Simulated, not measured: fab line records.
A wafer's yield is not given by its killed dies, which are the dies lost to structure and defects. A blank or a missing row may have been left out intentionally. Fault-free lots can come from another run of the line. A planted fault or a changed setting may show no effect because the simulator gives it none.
Chamber matching    flow n5 finfet    N5_BEOL_M8_VIA_ETCH_34 on rie diel-05: 4 sister chambers
The step etches SiCOH lowk in C4F6/O2, target depth 125.5 nm, time 50.5 s. 4 wafers are shown with their chamber, then 8 later ones without.

WAFERS PAIRED WITH THEIR CHAMBERS
wafer   chamber  rf vpp V (V)
L080.1  3        686
L084.5  1        666
L084.6  2        655
L086.1  0        668

WAFERS MISSING THEIR CHAMBER
wafer   rf vpp V (V)
L086.2  655
L086.3  686
L091.2  656
L091.3  668
L091.6  666
L095.2  656
L095.3  666
L095.4  668

EACH ONE'S CHAMBER
wafer   from the rows above  in truth
L086.2  2                    2
L086.3  3                    3
L091.2  2                    2
L091.3  0                    0
L091.6  1                    1
L095.2  2                    2
L095.3  1                    1
L095.4  0                    0
Placed correctly: 8 of 8. Not placeable from these rows: 0. 0 placed wrongly.
How it was worked out, from the rows above alone: a wafer's distance from a chamber is the root of the sum, over the readings, of the square of ((its reading less the chamber's mean) divided by the reading's scatter). The wafer belongs to the nearest chamber; if the next one is less than 2 further off, it can't be placed. The mean given for a chamber averages the wafers shown for that chamber. The scatter: root of mean squared gap, hidden wafer to nearest shown wafer, with one shown wafer a chamber.
